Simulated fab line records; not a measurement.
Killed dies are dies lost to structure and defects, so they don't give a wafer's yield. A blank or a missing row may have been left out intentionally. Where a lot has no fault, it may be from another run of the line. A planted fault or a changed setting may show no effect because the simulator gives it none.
Problem report, 8D (eight disciplines) form, completed by code :: flow n5-finfet :: the parts of the form that need people (team, actions taken, sign-off) are left out

## 1. THE PROBLEM
RS_NWELL at N5_BEOL_M4_RC_MEAS_101 reads a mean of 1122 ohm/sq on 6 wafers of 2 lots; wafers without a fault read 1036 ohm/sq with a standard deviation of 6.3. That is +14 standard deviations from the usual mean.
First seen on wafer L852.2, day 9 05:35, on prober-01. At this step, 27 wafers from 9 lots have a number in the record. Rule for "out", or "out of limits": more than 4 standard deviations from the usual mean. Any other wafer with a number is counted as sound.

## 2. WHAT IT IS, WHAT IT ISN'T
question: which readings at this step
is: RS_NWELL
is not: DIBL_N, DIBL_P, IOFF_N, IOFF_P, ION_N, ION_P, SS_N, SS_P, VT_N, VT_P

question: which lots
is: L850, L852
is not: L847, L849, L864, L865, L866, L868, L869

question: which wafers of those lots
is: all that have a number
is not: -

question: read on which gauges
is: prober-01, prober-02
is not: -

question: when
is: from day 9 05:35
is not: up to then (6 sound wafers); but 15 sound wafers of L864, L865, L866, L868, L869 came after

## 3. WHAT RULES OUT EACH SUSPECT
Counting: a tool at any process step up to the reading remains a suspect when it ran all the lots that are out and ran no sound lot after the first of those.
- the gauge at N5_BEOL_M4_RC_MEAS_101: ruled out. Those wafers that are out were read across 2 gauges (prober-01, prober-02).
- implanter-02 at N5_WELL_APT_IMPLANT_14: ruled out as a lasting fault. The sound lots L864, L869 went through it after L850, its earliest lot that is out (day 2 13:59).
- pecvd-04 at N5_PMOS_HMC_CHANNEL_EPI_HM_DEP_34 (deposits SiO2 from TEOS/O2, target thk 36 nm, time 6.9 s): ruled out as a lasting fault. The sound lots L868 went through it after L850, its earliest lot that is out (day 2 17:31).
Left after counting: nothing in the record.

## 4. THE CAUSE (what the simulator had put in)
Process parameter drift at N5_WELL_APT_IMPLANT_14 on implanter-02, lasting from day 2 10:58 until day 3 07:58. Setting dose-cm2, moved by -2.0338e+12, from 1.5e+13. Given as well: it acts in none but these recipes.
It was ruled out by counting, in error; the rule expects a fault to strike all lots run on its tool from its start on, and this fault did not.

## 5. THE CHAIN OF EFFECTS, in route order
Each row: a reading where the mean over the struck wafers with a number is more than 3 standard deviations away from the usual. Only readings whose record carries a usual standard deviation are examined. hours: median over the lots of the time between each lot's start at the first step of this table that gives one and its start at this step. sigmas: the change, counted in usual standard deviations.
hours: 0
step: N5_WELL_APT_IMPLANT_14
reading: dose-ions-cm2
usual: 1.4995e+13
on struck wafers: 1.2980e+13
change: -2.0153e+12
sigmas: -99 or more

hours: 0
step: N5_WELL_APT_IMPLANT_14
reading: faraday-current-uA
usual: 190
on struck wafers: 164
change: -26
sigmas: -6.3

hours: 157
step: N5_BEOL_M4_RC_MEAS_101
reading: RS_NWELL
usual: 1036 ohm/sq
on struck wafers: 1122
change: +86
sigmas: +14
Its process steps:
- N5_WELL_APT_IMPLANT_14

## 6. HOW IT WOULD HAVE BEEN CAUGHT EARLIER
In this record the first reading out of limits at a measuring or inspecting step was taken at day 9 05:35, 163 hours after the fault began at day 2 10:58.
The tool's own readings at N5_WELL_APT_IMPLANT_14 were out on every struck wafer that the step has a row for (dose-ions-cm2, faraday-current-uA): an alarm limit on them would have fired on the first of those.
